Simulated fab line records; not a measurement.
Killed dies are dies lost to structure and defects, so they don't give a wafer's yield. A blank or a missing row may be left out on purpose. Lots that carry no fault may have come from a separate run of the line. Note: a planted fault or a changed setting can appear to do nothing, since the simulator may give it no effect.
Which tool is to blame? -- flow n5 finfet -- 72 wafers from 24 lots sampled at 3 of the route's 1938 steps

== WHAT EACH GAUGE READ, for each wafer ==
N5_DUMMY_REMOVAL_INSPECT_06: inspects for defects (brightfield). Usual: raw defect count at 12, with a standard deviation of 5.3.
lot,measured,on,raw defect count,flag
L074,day 4 00:18,defect inspect-02,4 13 6,
L075,day 4 04:08,defect inspect-02,21 20 9,
L076,day 4 11:41,defect inspect-02,9 11 26,
L077,day 4 18:53,defect inspect-01,9 11 16,
L078,day 4 20:37,defect inspect-02,20 17 8,
L079,day 5 08:47,defect inspect-02,10 9 6,
L080,day 5 13:17,defect inspect-02,12 14 11,
L081,day 5 18:04,defect inspect-01,7 7 6,
L082,day 6 01:23,defect inspect-02,8 9 10,
L083,day 6 06:35,defect inspect-01,11 9 7,
L084,day 6 14:13,defect inspect-01,10 15 12,
L085,day 6 18:27,defect inspect-02,10 12 16,
L086,day 6 20:56,defect inspect-02,9 5 15,
L087,day 7 06:44,defect inspect-02,4 7 16,
L088,day 7 12:37,defect inspect-01,26 10 17,
L089,day 7 18:23,defect inspect-01,6 16 10,
L090,day 8 00:19,defect inspect-01,13 9 9,
L091,day 8 03:12,defect inspect-02,15 19 5,
L092,day 8 10:12,defect inspect-02,8 15 12,
L093,day 8 16:44,defect inspect-01,8 13 15,
L094,day 8 23:37,defect inspect-02,8 12 12,
L095,day 9 03:38,defect inspect-02,14 20 13,
L096,day 9 11:07,defect inspect-01,22 9 14,
L097,day 9 18:47,defect inspect-02,7 5 12,

N5_HKMG_FIN_INSPECT_61: inspects for defects (macro). Usual: raw defect count at 2.0, with a standard deviation of 1.4.
lot,measured,on,raw defect count,flag
L074,day 4 01:44,defect inspect-02,2 3 0,
L075,day 4 05:29,defect inspect-01,1 3 2,
L076,day 4 13:03,defect inspect-02,1 2 3,
L077,day 4 20:16,defect inspect-02,1 3 1,
L078,day 4 21:55,defect inspect-02,1 3 0,
L079,day 5 10:21,defect inspect-01,1 1 1,
L080,day 5 14:50,defect inspect-02,3 2 2,
L081,day 5 19:18,defect inspect-01,3 3 4,
L082,day 6 02:58,defect inspect-02,2 7 2,
L083,day 6 08:03,defect inspect-02,1 0 1,
L084,day 6 15:44,defect inspect-02,1 2 2,
L085,day 6 19:52,defect inspect-02,2 2 1,
L086,day 6 22:21,defect inspect-02,2 0 2,
L087,day 7 07:58,defect inspect-02,3 2 1,
L088,day 7 13:51,defect inspect-02,3 1 2,
L089,day 7 19:49,defect inspect-01,1 2 5,
L090,day 8 01:47,defect inspect-02,5 2 6,
L091,day 8 04:40,defect inspect-01,4 1 0,
L092,day 8 11:34,defect inspect-01,3 3 1,
L093,day 8 18:05,defect inspect-01,1 2 0,
L094,day 9 00:59,defect inspect-01,3 3 2,
L095,day 9 05:11,defect inspect-02,1 0 1,
L096,day 9 13:04,defect inspect-01,6 1 0,
L097,day 9 20:08,defect inspect-02,0 4 1,

== TOOL THAT RAN EACH LOT (tool first, then ch and the chambers of the sampled wafers, then the start) ==
lot,N5_DUMMY_REMOVAL_STRIP_10
L074,"rie diel-06 ch 0,1,3, day 4 00:08"
L075,"rie diel-05 ch 1,3, day 4 03:58"
L076,"rie diel-05 ch 1,3, day 4 11:32"
L077,"rie diel-06 ch 0,1,2, day 4 18:43"
L078,"rie diel-02 ch 1,2,3, day 4 20:28"
L079,"rie diel-02 ch 0,1,2, day 5 08:38"
L080,"rie diel-06 ch 0,1,2, day 5 13:07"
L081,"rie diel-05 ch 0,2, day 5 17:55"
L082,"rie diel-05 ch 1,3, day 6 01:14"
L083,"rie diel-05 ch 1,3, day 6 06:25"
L084,"rie diel-05 ch 0,1, day 6 14:02"
L085,"rie diel-05 ch 0,1, day 6 18:17"
L086,"rie diel-06 ch 0,2,3, day 6 20:46"
L087,"rie diel-05 ch 1,2, day 7 06:34"
L088,"rie diel-05 ch 1,3, day 7 12:28"
L089,"rie diel-05 ch 0,1,3, day 7 18:13"
L090,"rie diel-02 ch 0,1,2, day 8 00:10"
L091,"rie diel-05 ch 0,2,3, day 8 03:02"
L092,"rie diel-05 ch 0,3, day 8 10:02"
L093,"rie diel-06 ch 0,1,3, day 8 16:34"
L094,"rie diel-06 ch 0,1,3, day 8 23:28"
L095,"rie diel-05 ch 0,2,3, day 9 03:28"
L096,"rie diel-05 ch 1,2,3, day 9 10:58"
L097,"rie diel-06 ch 2,3, day 9 18:37"
- N5_DUMMY_REMOVAL_STRIP_10: strips in N2/H2, time 40 s.

== WHAT THE TOOLS THEMSELVES READ (means of the sampled wafers that have a number; where no wafer has one, the mark that the record gives instead) ==
N5_DUMMY_REMOVAL_STRIP_10. Usual: drypump motor current A 5.6 A, standard deviation 0.46; oes product au 0.77 a.u., standard deviation 0.075; rf vpp V 45.2 V, standard deviation 0.84; showerhead plenum p Torr 3.39 Torr, standard deviation 0.091; throttle valve pct 12.2 %, standard deviation 0.3.
lot,tool,drypump motor current A (A),oes product au (a.u.),rf vpp V (V),showerhead plenum p Torr (Torr),throttle valve pct (%),flag
L074,rie diel-06,5.8,0.76,44.9,3.39,12.3,
L075,rie diel-05,5.3,0.71,45.1,3.39,12.4,
L076,rie diel-05,5.4,0.71,45.6,3.44,12.3,
L077,rie diel-06,5.8,0.76,46.3,3.39,12.3,
L078,rie diel-02,5.8,0.78,45.5,3.35,12.3,
L079,rie diel-02,5.6,0.79,45.7,3.40,12.3,
L080,rie diel-06,5.8,0.76,45.4,3.39,12.3,
L081,rie diel-05,5.9,0.88,45.5,3.40,11.8,
L082,rie diel-05,5.3,0.70,45.5,3.38,12.5,
L083,rie diel-05,5.4,0.71,45.4,3.43,12.4,
L084,rie diel-05,5.4,0.81,45.3,3.34,11.9,
L085,rie diel-05,5.5,0.76,45.5,3.41,12.1,
L086,rie diel-06,5.5,0.76,44.5,3.42,12.4,
L087,rie diel-05,5.8,0.76,45.7,3.48,12.1,
L088,rie diel-05,5.3,0.69,44.6,3.37,12.5,
L089,rie diel-05,5.3,0.75,45.2,3.35,12.2,
L090,rie diel-02,5.6,0.77,44.7,3.39,12.3,
L091,rie diel-05,5.5,0.79,45.3,3.34,12.1,
L092,rie diel-05,5.2,0.79,45.0,3.28,12.0,
L093,rie diel-06,5.8,0.73,44.5,3.37,12.4,
L094,rie diel-06,5.8,0.72,44.7,3.37,12.4,
L095,rie diel-05,5.5,0.79,45.2,3.34,12.1,
L096,rie diel-05,5.6,0.73,44.3,3.41,12.3,
L097,rie diel-06,5.6,0.72,45.3,3.48,12.4,

== THE ANSWER, worked out from the rows above alone ==
Rule: a lot is off if the mean of its wafers that have a number lies more than 3 standard deviations from the usual mean. A lot without any number at a reading at which 4 lots or more have one is off too. Where the step has rows for the other lots, those lots are counted as sound. Order of review: gauges by route order, followed by the tools' own readings, for which a lot's mean as printed above is used. The first step at which some lot is off is used, and at that step the reading that is off furthest; a lot without a number counts as furthest.
Across all readings shown, no lot is off: no conclusion can be drawn from this.

== WHAT HAD BEEN PUT IN BY THE SIMULATOR ==
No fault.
